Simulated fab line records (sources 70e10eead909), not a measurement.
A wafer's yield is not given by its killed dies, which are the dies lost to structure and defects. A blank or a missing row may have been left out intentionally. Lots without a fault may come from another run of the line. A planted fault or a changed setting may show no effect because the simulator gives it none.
fab line records | flow nand_harc
[record] lots = 10 wafers = 30 last_day = 31
route steps=1302 shown A_CONTACT@1098 THIN_TSV@1265 END@1301
lots that met no fault: from a run of the same line without faults
start_h: start of the lot's first displayed wafer, in hours after the record's first day | wait_h: hours from the lot's prior step to this one | " repeats the value in the row above | L1.1+2: a row that stands for several wafers | - no value present, or no start provided | * or withheld: withheld | < > ~ a bound
route shown NAME@n: a module of which the file shows steps, and the number in the route of the first | usual: mean/standard deviation of fault-free wafers | same: alike in all rows | chamber/n: place in a boat | sites: the reading at each site | _std_site: how widely they spread, as a standard deviation | _edge_site: inner sites' mean taken away from outer sites' mean | radius_mm: for every site, how far away it sits from the centre of the wafer | mask NAME#n: copy n | behind: the last tool/chamber to shape the wafer | hold: the reason the lot was held/the length of the hold in hours/how it ended | device: the n, p or np transistor that did not switch | end of line: the same wafers' tests at the end of the route | step lacking rows: just its recipe | killed: dies lost to structure and defects at the first sort, not the wafer's yield | map: shows each die of a wafer: x if killed, . if not, _ if none is there
set.NAME: the setting the step ran with; set.NAME@STEP: the setting that earlier step ran with | model.NAME: the simulator's own value behind a step, which no gauge read
steps of the route over a sample of lots; a table a step, a row a wafer
services: a tool's chamber out of use, with start hour (start_h, from the record's first day; less than 0 if before it), hours out, and reason
[[steps]]
[step NHARC_A_CONTACT_ETCH_110]
[recipe] target_depth_a = 600 overetch_a = 60 time_s = 33 ion_energy_ev = 100 cf4_flow_sccm = 80 o2_flow_sccm = 20 ar_flow_sccm = 0 rf_w = 300 bias_w = 100 chemistry = CF4/O2
[usual] drypump_motor_current_A = 5.8/0.51 oes_o_777_au = 1.000/0.0043 oes_product_au = 1.003/0.0099 rf_vpp_V = 197.5/1.5 showerhead_plenum_p_Torr = 1.32/0.063 throttle_valve_pct = 13.397/0.0094
[same] time_s = 33
// columns lot.wafer tool chamber start_h wait_h drypump_motor_current_A oes_o_777_au oes_product_au rf_hours_counter_h rf_vpp_V showerhead_plenum_p_Torr throttle_valve_pct
L752.3 rie_diel-11 3 513.44 0.1 6.3 1.007 1.003 19 198.5 1.37 13.376
L752.2 " 0 " " 5.3 1.001 1.002 18 198.7 1.41 13.388
L752.5 " 3 " " 6.3 1.000 0.999 - 198.9 1.37 13.402
L753.3 rie_diel-13 1 516.47 0.1 5.2 0.996 0.994 28 196.9 1.25 13.386
L753.2 " 0 " " 6.5 1.003 0.982 28 200.7 1.42 13.386
L753.5 " 1 " " 5.2 0.997 0.986 - 195.4 1.25 13.397
L755.4 rie_diel-13 1 554.62 0.3 5.1 0.992 0.970 5 195.5 1.25 13.384
L755.2 " 0 " " 6.5 1.001 1.000 5 200.2 1.41 13.402
L755.6 " 2 " " 5.9 0.992 0.992 - 196.5 1.26 13.406
L757.2 rie_diel-10 0 557.84 0.1 6.3 0.998 1.005 41 197.6 1.31 13.383
L757.6 " 2 " " 5.5 1.002 1.016 - 200.8 1.44 13.397
L757.5 " 3 " " 6.1 1.000 1.011 - 197.2 1.34 13.399
L758.3 rie_diel-11 3 575.53 0.1 6.3 1.004 1.001 41 197.1 1.36 13.391
L758.4 " 0 " " 5.3 1.001 0.998 43 199.7 1.41 13.395
L758.6 " 2 " " 5.6 0.999 0.998 - 196.8 1.27 13.409
L761.2 rie_diel-11 1 604.01 0.1 6.4 0.997 1.013 51 197.6 1.35 13.411
L761.4 " 2 " " 5.6 0.999 1.004 47 196.4 1.27 13.399
L761.3 " 3 " " 6.3 1.005 1.004 51 197.3 1.36 13.393
L763.2 rie_diel-10 3 630.52 0.1 6.1 1.004 1.009 6 197.7 1.34 13.386
L763.3 " 0 " " 6.3 0.996 1.012 6 197.6 1.30 13.396
L763.5 " 3 " " 6.1 0.993 1.019 - 196.9 1.34 13.395
L764.4 rie_diel-13 3 632.05 0.1 5.1 0.995 1.013 20 196.6 1.26 13.403
L764.5 " 2 " " 5.9 0.998 1.003 - 197.1 1.26 13.411
L764.6 " 3 " " 5.2 0.999 1.008 - 196.1 1.26 13.382
L767.2 rie_diel-10 3 649.99 0.1 6.1 0.997 1.014 12 197.7 1.34 13.420
L767.4 " 0 " " 6.3 0.998 1.002 14 197.7 1.30 13.397
L767.3 " 1 " " 6.1 1.002 0.998 15 197.1 1.28 13.408
L770.3 rie_diel-10 0 694.32 0.1 6.3 0.998 1.013 28 197.6 1.30 13.386
L770.4 " 1 " " 6.1 1.005 1.005 28 196.3 1.28 13.393
L770.5 " 3 " " 6.1 0.994 1.012 - 199.3 1.33 13.413
[step NHARC_THIN_TSV_STRIP_45]
[recipe] power_w = 1500 temp_c = 250 chemistry = O2
[usual] drypump_motor_current_A = 5.8/0.41 heater_power_w = 314/18 temp_c = 249.99/0.18
// columns lot.wafer tool chamber start_h wait_h drypump_motor_current_A heater_power_w rf_hours_counter_h temp_c
L752.2 plasma_asher-01 0 543.05 0.1 5.2 326 4 250.03
L752.3 " 1 " " 6.1 298 - 250.20
L752.5 " 1 " " 6.2 284 - 250.13
L753.2 plasma_asher-01 0 548.39 0.1 5.2 319 5 250.03
L753.3 " 0 " " 5.2 322 - 249.87
L753.5 " 0 " " 5.2 329 - 250.03
L757.2 plasma_asher-01 1 587.35 0.1 6.2 298 12 249.83
L757.6 " 1 " " 6.2 296 - 249.89
L757.5 " 0 " " 5.2 326 - 249.70
L755.2 plasma_asher-02 0 588.50 0.1 5.8 344 33 250.36
L755.4 " 0 " " 5.8 342 - 250.12
L755.6 " 0 " " 5.8 343 - 250.25
L758.3 plasma_asher-01 0 606.97 0.3 5.2 328 - 250.16
L758.4 " 1 " " 6.2 289 - 249.88
L758.6 " 1 " " 6.2 289 - 250.09
L761.2 plasma_asher-01 1 636.03 0.1 6.2 300 23 249.97
L761.3 " 0 " " 5.2 312 - 250.25
L761.4 " 1 " " 6.2 292 - 250.06
L764.4 plasma_asher-02 0 662.27 0.2 5.8 333 - 249.91
L764.6 " 0 " " 5.8 332 - 250.15
L764.5 " 1 " " 6.2 318 - 250.11
L763.2 plasma_asher-01 1 663.37 0.1 6.2 294 29 250.05
L763.3 " 1 " " 6.2 292 - 249.79
L763.5 " 0 " " 5.2 317 - 250.19
L767.2 plasma_asher-02 0 684.79 0.1 5.8 338 15 249.81
L767.3 " 1 " " 6.2 306 - 249.93
L767.4 " 0 " " 5.8 330 - 250.13
L770.3 plasma_asher-01 0 725.33 0.2 5.2 332 - 250.01
L770.4 " 1 " " 6.2 289 - 250.00
L770.5 " 0 " " 5.2 329 - 249.55
[step NHARC_THIN_TSV_ETCH_36]
[recipe] target_depth_a = 650 over_etch_frac = 0.3 time_s = 18.571 ion_energy_ev = 150 chemistry = Cl2/BCl3
[usual] drypump_motor_current_A = 5.5/0.35 oes_product_au = 0.998/0.0085
[same] time_s = 18.571
// columns lot.wafer tool chamber start_h wait_h drypump_motor_current_A oes_product_au rf_hours_counter_h
L752.2 rie_metal-01 0 548.46 0.2 6.0 0.995 2.9
L752.3 " 1 " " 5.3 0.996 -
L752.5 " 0 " " 6.0 0.993 -
L753.2 rie_metal-03 0 553.91 0.2 5.2 0.994 0.6
L753.3 " 1 " " 5.1 1.001 -
L753.5 " 0 " " 5.2 0.993 -
L757.2 rie_metal-01 0 592.89 0.2 6.0 1.004 0.2
L757.6 " 0 " " 6.0 1.007 -
L757.5 " 1 " " 5.3 0.995 -
L755.2 rie_metal-02 0 593.93 0.2 5.8 0.990 2.3
L755.4 " 1 " " 5.5 0.998 -
L755.6 " 0 " " 5.8 0.999 -
L758.3 rie_metal-03 1 612.57 0.1 5.1 1.005 -
L758.4 " 0 " " 5.2 1.010 -
L758.6 " 0 " " 5.2 1.004 -
L761.2 rie_metal-02 0 641.39 0.2 5.9 0.994 0.2
L761.4 " 0 " " 5.8 0.986 -
L761.3 " 1 " " 5.5 0.995 -
L764.4 rie_metal-02 0 667.62 0.2 5.8 0.997 -
L764.5 " 1 " " 5.5 0.987 -
L764.6 " 0 " " 5.8 0.997 -
L763.2 rie_metal-03 1 669.35 0.2 5.0 1.000 2.5
L763.3 " 1 " " 5.0 1.004 -
L763.5 " 0 " " 5.2 0.998 -
L767.2 rie_metal-03 1 690.29 0.2 5.0 1.008 3.0
L767.4 " 0 " " 5.2 0.999 -
L767.3 " 1 " " 5.0 1.007 -
L770.3 rie_metal-01 1 730.67 0.2 5.3 1.011 -
L770.4 " 0 " " 6.0 1.004 -
L770.5 " 0 " " 6.0 1.011 -
[step NHARC_END_WLT_00]
[usual] VT_DECK1_BOTTOM = 0.872/0.0069 VT_DECK1_BOTTOM_INNER = 0.872/0.0075 VT_DECK1_MEDIAN_NEAR_BOTTOM = 0.873/0.0076 VT_DECK1_MEDIAN_NEAR_BOTTOM_INNER = 0.873/0.0075 VT_DECK1_MIDDLE = 0.886/0.0068 VT_DECK1_MIDDLE_INNER = 0.884/0.0077 VT_DECK1_TOP = 0.897/0.0071 VT_DECK1_TOP_INNER = 0.896/0.0074 VT_DECK2_BOTTOM = 0.871/0.0071 VT_DECK2_BOTTOM_INNER = 0.872/0.0071 VT_DECK2_MEDIAN_NEAR_BOTTOM = 0.873/0.0075 VT_DECK2_MEDIAN_NEAR_BOTTOM_INNER = 0.872/0.0075 VT_DECK2_MIDDLE = 0.883/0.0071 VT_DECK2_MIDDLE_INNER = 0.883/0.0072 VT_DECK2_TOP = 0.894/0.008 VT_DECK2_TOP_INNER = 0.895/0.0079
// columns lot.wafer tool chamber start_h wait_h VT_DECK1_BOTTOM VT_DECK1_BOTTOM_INNER VT_DECK1_MEDIAN_NEAR_BOTTOM VT_DECK1_MEDIAN_NEAR_BOTTOM_INNER VT_DECK1_MIDDLE VT_DECK1_MIDDLE_INNER VT_DECK1_TOP VT_DECK1_TOP_INNER VT_DECK2_BOTTOM VT_DECK2_BOTTOM_INNER VT_DECK2_MEDIAN_NEAR_BOTTOM VT_DECK2_MEDIAN_NEAR_BOTTOM_INNER VT_DECK2_MIDDLE VT_DECK2_MIDDLE_INNER VT_DECK2_TOP VT_DECK2_TOP_INNER
L752.2 prober-02 - 553.35 0.6 0.869 0.863 0.872 0.867 0.881 0.879 0.895 0.887 0.881 0.875 0.877 0.880 0.884 0.889 0.899 0.892
L752.3 " - " " 0.873 0.872 0.871 0.870 0.882 0.886 0.894 0.892 0.881 0.885 0.891 0.880 0.890 0.893 0.899 0.903
L752.5 " - " " 0.864 0.876 0.872 0.866 0.881 0.882 0.897 0.889 0.870 0.873 0.880 0.881 0.890 0.884 0.890 0.901
L753.2 prober-01 - 561.10 1.8 0.863 0.867 0.868 0.867 0.881 0.882 0.886 0.888 0.868 0.867 0.870 0.868 0.881 0.885 0.891 0.900
L753.3 " - " " 0.875 0.869 0.883 0.874 0.882 0.887 0.889 0.896 0.872 0.877 0.884 0.881 0.882 0.884 0.887 0.892
L753.5 " - 562.63 3.3 0.872 0.862 0.858 0.860 0.880 0.874 0.892 0.898 0.879 0.880 0.883 0.877 0.884 0.893 0.898 0.892
L755.2 prober-01 - 599.11 0.5 0.869 0.867 0.868 0.866 0.889 0.881 0.896 0.903 0.869 0.865 0.868 0.877 0.884 0.882 0.890 0.877
L755.4 " - " " 0.873 0.869 0.878 0.876 0.884 0.885 0.894 0.897 0.861 0.862 0.866 0.861 0.877 0.875 0.881 0.879
L755.6 " - " " 0.862 0.869 0.870 0.871 0.882 0.878 0.900 0.899 0.866 0.872 0.876 0.868 0.869 0.876 0.890 0.883
L757.2 prober-02 - 599.13 0.6 0.868 0.861 0.869 0.869 0.883 0.881 0.892 0.892 0.869 0.874 0.868 0.877 0.886 0.883 0.893 0.903
L757.5 " - 600.62 2.0 0.872 0.867 0.870 0.870 0.868 0.878 0.888 0.889 0.872 0.879 0.881 0.883 0.892 0.888 0.891 0.896
L757.6 " - " " 0.872 0.876 0.871 0.875 0.885 0.869 0.889 0.890 0.856 0.869 0.866 0.868 0.888 0.885 0.894 0.900
L758.3 prober-02 - 619.10 1.1 0.887 0.886 0.883 0.886 0.902 0.892 0.911 0.909 0.880 0.880 0.875 0.881 0.887 0.886 0.913 0.893
L758.4 " - " " 0.886 0.894 0.887 0.886 0.903 0.899 0.908 0.918 0.877 0.880 0.883 0.879 0.891 0.888 0.902 0.899
L758.6 " - 620.60 2.5 0.889 0.882 0.883 0.895 0.901 0.903 0.913 0.902 0.884 0.874 0.883 0.878 0.897 0.894 0.897 0.916
L761.2 prober-01 - 650.89 3.9 0.866 0.872 0.877 0.870 0.890 0.888 0.890 0.897 0.872 0.867 0.870 0.867 0.884 0.875 0.887 0.891
L761.3 " - " " 0.873 0.878 0.867 0.876 0.895 0.884 0.903 0.905 0.864 0.865 0.872 0.868 0.881 0.872 0.889 0.889
L761.4 " - " " 0.876 0.873 0.877 0.872 0.887 0.888 0.900 0.904 0.869 0.873 0.872 0.875 0.885 0.887 0.889 0.893
L763.2 prober-02 - 673.68 0.6 0.872 0.873 0.874 0.886 0.885 0.890 0.905 0.907 0.866 0.867 0.865 0.864 0.873 0.879 0.882 0.875
L763.3 " - " " 0.869 0.875 0.877 0.874 0.887 0.887 0.902 0.901 0.860 0.870 0.873 0.867 0.876 0.879 0.881 0.880
L763.5 " - 675.18 2.1 0.875 0.867 0.871 0.868 0.887 0.893 0.903 0.901 0.862 0.867 0.864 0.871 0.873 0.876 0.884 0.884
L764.4 prober-01 - 674.69 1.6 0.873 0.868 0.873 0.872 0.880 0.885 0.892 0.902 0.870 0.865 0.862 0.864 0.873 0.886 0.905 0.890
L764.5 " - " " 0.872 0.872 0.866 0.874 0.887 0.886 0.898 0.891 0.869 0.877 0.861 0.875 0.872 0.872 0.887 0.894
L764.6 " - " " 0.870 0.864 0.863 0.868 0.881 0.887 0.899 0.891 0.865 0.866 0.866 0.870 0.884 0.881 0.891 0.892
L767.2 prober-02 - 694.06 0.6 0.871 0.869 0.868 0.873 0.882 0.890 0.892 0.894 0.866 0.861 0.863 0.863 0.880 0.881 0.895 0.896
L767.3 " - " " 0.863 0.865 0.871 0.872 0.880 0.880 0.888 0.893 0.878 0.864 0.866 0.868 0.881 0.883 0.891 0.892
L767.4 " - " " 0.867 0.877 0.870 0.868 0.878 0.885 0.894 0.895 0.868 0.881 0.862 0.871 0.881 0.885 0.892 0.891
L770.3 prober-01 - 735.94 1.0 0.870 0.866 0.869 0.872 0.888 0.875 0.889 0.899 0.872 0.878 0.876 0.874 0.882 0.890 0.898 0.895
L770.4 " - " " 0.871 0.868 0.873 0.877 0.881 0.875 0.892 0.881 0.873 0.878 0.877 0.878 0.885 0.880 0.892 0.893
L770.5 " - " " 0.867 0.872 0.872 0.869 0.886 0.875 0.888 0.889 0.876 0.873 0.867 0.871 0.886 0.876 0.888 0.892
[step NHARC_END_SORT_01]
[recipe] temp_c = 25
[usual] killed_at_array = 53/20 killed_at_other = 1/1.2 killed_at_periphery = 3.7/2.6 killed_dies = 58/20 killed_open = 3.5/1.8 killed_short = 2.4/1.7
[same] gross_dies = 677
// columns lot.wafer tool chamber start_h wait_h killed_at_array killed_at_other killed_at_periphery killed_dies killed_open killed_short
L753.2 prober-01 0 564.45 2.8 39 0 0 39 1 1
L753.3 prober-01 0 565.25 3.1 47 0 6 53 5 4
L753.5 prober-01 0 566.86 3.7 52 0 2 54 4 6
L755.2 prober-01 0 602.36 2.8 25 0 2 27 0 1
L755.4 prober-01 0 603.96 3.4 34 0 1 35 3 2
L755.6 prober-01 0 605.55 4.0 35 1 3 39 3 3
L763.2 prober-02 0 676.98 2.8 60 0 6 66 3 5
L763.3 prober-02 0 677.79 3.1 52 0 4 56 5 0
L763.5 prober-02 0 679.40 3.7 60 0 10 70 3 3
L764.4 prober-01 0 678.59 3.4 77 0 5 82 2 5
L764.5 prober-01 0 679.38 3.7 62 4 7 73 1 5
L764.6 prober-01 0 680.17 4.0 91 0 5 96 6 3
L770.3 prober-01 0 739.52 3.1 55 2 4 61 2 2
L770.4 prober-01 0 740.32 3.4 43 0 2 45 4 0
L770.5 prober-01 0 741.12 3.7 120 0 1 121 3 0
// killed by level:class
L753.2 A_SLIT:chamber_film_flake=16 A_CONTACT:chamber_film_flake=9 A_STAIRCASE:chamber_film_flake=5 A_CHANNEL_HOLE_D2:chamber_film_flake=3 A_CHANNEL_FILL_D1:geometric_particle:short=1 A_CONTACT:geometric_particle:open=1 A_ZERO_WELL:chamber_film_flake=1 A_CHANNEL_HOLE_D1:chamber_film_flake=1
L753.3 A_SLIT:chamber_film_flake=25 P_GATE:chamber_film_flake=4 A_CHANNEL_HOLE_D2:chamber_film_flake=4 A_STAIRCASE:chamber_film_flake=3 A_CONTACT:chamber_film_flake=3 P_CONTACT:geometric_particle:open=2 A_WL_FILL:chamber_film_flake=2 A_SOURCE_PLATE:geometric_particle:short=1
L753.5 A_SLIT:chamber_film_flake=19 A_CONTACT:chamber_film_flake=8 A_STAIRCASE:chamber_film_flake=5 A_CHANNEL_HOLE_D2:chamber_film_flake=4 A_WL_FILL:chamber_film_flake=3 A_ONON_D1:geometric_particle:short=2 A_CHANNEL_HOLE_D1:chamber_film_flake=2 P_CONTACT:geometric_particle:short=1
L755.2 A_SLIT:chamber_film_flake=10 A_CHANNEL_HOLE_D2:chamber_film_flake=5 A_CONTACT:chamber_film_flake=4 A_CHANNEL_HOLE_D1:chamber_film_flake=2 A_STAIRCASE:chamber_film_flake=1 A_ONON_D2:geometric_particle:short=1 P_ZERO_WELL:chamber_film_flake=1 P_STI:chamber_film_flake=1
L755.4 A_SLIT:chamber_film_flake=13 A_CHANNEL_HOLE_D2:chamber_film_flake=7 A_CONTACT:chamber_film_flake=5 A_STAIRCASE:chamber_film_flake=3 P_M0:geometric_particle:open=1 A_ONON_D1:geometric_particle:short=1 A_ONON_D2:geometric_particle:open=1 A_CHANNEL_FILL_D2:geometric_particle:short=1
L755.6 A_SLIT:chamber_film_flake=12 A_CONTACT:chamber_film_flake=11 A_ONON_D2:geometric_particle:short=2 A_CHANNEL_FILL_D2:geometric_particle:open=2 A_DECK1_JOINT:chamber_film_flake=2 A_CHANNEL_HOLE_D2:chamber_film_flake=2 A_STAIRCASE:chamber_film_flake=2 P_CONTACT:geometric_particle:open=1
L763.2 A_CHANNEL_HOLE_D1:chamber_film_flake=33 A_CHANNEL_HOLE_D2:chamber_film_flake=9 A_CONTACT:chamber_film_flake=4 P_BONDPAD:chamber_film_flake=3 A_CHANNEL_FILL_D1:geometric_particle:short=2 P_GATE:chamber_film_flake=2 A_DECK1_JOINT:chamber_film_flake=2 A_STAIRCASE:chamber_film_flake=2
L763.3 A_CHANNEL_HOLE_D1:chamber_film_flake=32 A_CHANNEL_HOLE_D2:chamber_film_flake=11 P_ZERO_WELL:chamber_film_flake=2 P_GATE:chamber_film_flake=2 A_STAIRCASE:chamber_film_flake=2 A_CHANNEL_HOLE_D1:geometric_particle:open=1 A_WL_FILL:geometric_particle:open=1 A_CONTACT:geometric_particle:open=1
L764.4 A_CHANNEL_HOLE_D1:chamber_film_flake=32 A_SLIT:chamber_film_flake=18 A_STAIRCASE:chamber_film_flake=4 A_CONTACT:chamber_film_flake=4 A_CHANNEL_HOLE_D2:chamber_film_flake=3 A_WL_FILL:chamber_film_flake=3 A_CHANNEL_FILL_D2:geometric_particle:short=2 P_BONDPAD:chamber_film_flake=2
L764.5 A_CHANNEL_HOLE_D1:chamber_film_flake=28 A_SLIT:chamber_film_flake=11 A_CONTACT:chamber_film_flake=7 A_BLC:chamber_film_flake=4 THIN_TSV:chamber_film_flake=4 P_BONDPAD:chamber_film_flake=3 A_STAIRCASE:chamber_film_flake=3 A_M1:geometric_particle:short=2
L763.5 A_CHANNEL_HOLE_D1:chamber_film_flake=31 A_CHANNEL_HOLE_D2:chamber_film_flake=13 P_GATE:chamber_film_flake=4 A_CONTACT:chamber_film_flake=4 P_BONDPAD:chamber_film_flake=3 A_SLIT:chamber_film_flake=3 P_ZERO_WELL:chamber_film_flake=2 A_CHANNEL_HOLE_D1:geometric_particle:short=1
L764.6 A_CHANNEL_HOLE_D1:chamber_film_flake=34 A_SLIT:chamber_film_flake=27 A_STAIRCASE:chamber_film_flake=6 A_CONTACT:chamber_film_flake=6 A_SGD_CUT:chamber_film_flake=4 A_BLC:chamber_film_flake=3 A_BLC:geometric_particle:open=2 P_M0:chamber_film_flake=2
L770.3 A_CHANNEL_HOLE_D1:chamber_film_flake=34 A_CONTACT:chamber_film_flake=12 P_STI:chamber_film_flake=4 A_M0:chamber_film_flake=3 A_STAIRCASE:chamber_film_flake=2 A_WL_FILL:geometric_particle:short=1 A_WL_FILL:geometric_particle:open=1 A_CONTACT:geometric_particle:open=1
L770.4 A_CHANNEL_HOLE_D1:chamber_film_flake=25 A_CONTACT:chamber_film_flake=8 A_SLIT:chamber_film_flake=4 A_STAIRCASE:chamber_film_flake=2 P_M2:geometric_particle:open=1 A_ONON_D1:geometric_particle:open=1 A_ONON_D2:geometric_particle:open=1 A_CHANNEL_FILL_D2:geometric_particle:open=1
L770.5 A_CONTACT:unspecified=96 A_SLIT:chamber_film_flake=7 A_CHANNEL_HOLE_D1:chamber_film_flake=6 A_CONTACT:chamber_film_flake=4 A_M0:chamber_film_flake=3 A_ONON_D1:geometric_particle:open=1 A_DECK1_JOINT:geometric_particle:open=1 A_CONTACT:geometric_particle:open=1
[[services]]
// columns tool chamber start_h hours kind
rie_metal-03 1 495.97 1.7 repair
rie_diel-13 2 515.42 8.9 repair
rie_metal-03 - 519.00 9.0 pm
rie_diel-13 - 519.50 9.0 pm
plasma_asher-01 - 520.15 9.0 pm
rie_metal-01 - 575.00 9.0 pm
rie_diel-13 0 581.21 2.0 repair
rie_diel-10 2 582.99 5.5 repair
plasma_asher-01 - 590.30 2.9 repair
rie_metal-03 1 596.63 6.6 repair
rie_diel-10 - 602.53 9.0 pm
plasma_asher-02 - 603.21 9.0 pm
rie_diel-11 - 614.31 9.0 pm
rie_diel-10 2 621.33 14.7 repair
rie_metal-02 - 631.02 9.0 pm
rie_diel-11 1 633.94 10.6 repair
rie_diel-13 2 656.08 23.4 repair
rie_diel-13 0 658.12 8.8 repair
rie_diel-13 - 661.48 13.2 repair
rie_metal-01 - 675.08 10.6 repair
plasma_asher-01 - 678.82 6.5 repair
rie_metal-03 - 696.00 9.0 pm
plasma_asher-01 - 697.15 9.0 pm
rie_diel-10 1 722.44 14.7 repair
[[key]]
[first_sign] step = NHARC_END_SORT_01 reading = killed_at_array direction = up sigmas = 3.4 usual = 53 struck = 120
[effect] step = NHARC_END_SORT_01 reading = killed_dies direction = up sigmas = 3.2 usual = 58 struck = 121
[more_kills_born_at] NHARC_A_CONTACT_ETCH_110@rie_diel-10 = 96
met_at NHARC_A_CONTACT_ETCH_110
struck_lots L770
struck_wafers L770.5
tester_left_out L770
not_acting_at NHARC_THIN_TSV_STRIP_45,NHARC_THIN_TSV_ETCH_36,NHARC_END_WLT_00
onset_between 649.99 694.32
[fault] kind = chamber_particle_source tool = rie_diel-10 chamber = 3 onset_h = 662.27 steps = NHARC_A_CONTACT_ETCH_110 rate_per_visit_cm2 = 1.7467 end_h = 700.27
// tester_left_out: of these lots the tester's yield and bins aren't shown, on N5 and GAA mostly nor the transistor test; their killed dies are dies lost to structure and defects alone, not to doping, threshold or leakage, so they don't give the yield
